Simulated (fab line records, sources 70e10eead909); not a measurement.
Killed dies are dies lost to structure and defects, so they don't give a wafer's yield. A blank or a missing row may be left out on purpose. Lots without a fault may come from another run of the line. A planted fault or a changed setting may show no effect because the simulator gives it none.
One fault seen from 2 desks | flow nand_harc | each desk has only its own numbers; what lay behind them comes last

THE TOOL OWNER'S DESK: pvd_sputter-03
The tool's own readings at NHARC_THIN_TSV_PVD_19 (deposits TaN, target thk 20 nm): means of the sampled wafers that have a number, for each lot that ran on this tool. A lot is out of limits, marked OUT, if its mean lies more than 4 standard deviations from the usual mean; the brackets give that distance.
Columns: A = throttle_valve_pct at NHARC_THIN_TSV_PVD_19, usual 29.5 %
lot  | first seen here | A
L696 | day 19 03:13    | 29.3
L698 | day 19 04:22    | 29.3
L703 | day 20 21:11    | 29.2
This desk's finding: nothing out of limits on any of the 3 lots.

THE METROLOGY DESK
What the gauges read, lot by lot, whatever tool the lot ran on: means of the sampled wafers that have a number. A lot is out of limits, marked OUT, if its mean lies more than 4 standard deviations from the usual mean; the brackets give that distance.
Columns: A = cd_nm at NHARC_THIN_TSV_CD_MEAS_16, usual 1000.5 nm; B = cd_nm at NHARC_THIN_TSV_CD_MEAS_33, usual 5000.2 nm; C = cd_nm at NHARC_THIN_TSV_CD_MEAS_37, usual 5000.5 nm
lot  | first seen here | A      | B      | C
L696 | day 19 01:07    | 1000.9 | 5000.7 | 5002.0
L698 | day 19 02:25    | 1000.8 | 5001.5 | 5002.4
L701 | day 20 04:10    | 1001.0 | 4999.3 | 4999.3
L703 | day 20 19:13    | 1000.7 | 4999.5 | 5000.3
L714 | day 23 20:37    | 999.2  | 5000.2 | 4998.7
L719 | day 24 14:12    | 1000.6 | 5000.2 | 5000.2
This desk's finding: nothing out of limits on any of the 6 lots.

PUT TOGETHER
The tool owner's desk saw nothing out of limits.
The metrology desk saw nothing out of limits.

WHAT THE SIMULATOR HAD PUT IN
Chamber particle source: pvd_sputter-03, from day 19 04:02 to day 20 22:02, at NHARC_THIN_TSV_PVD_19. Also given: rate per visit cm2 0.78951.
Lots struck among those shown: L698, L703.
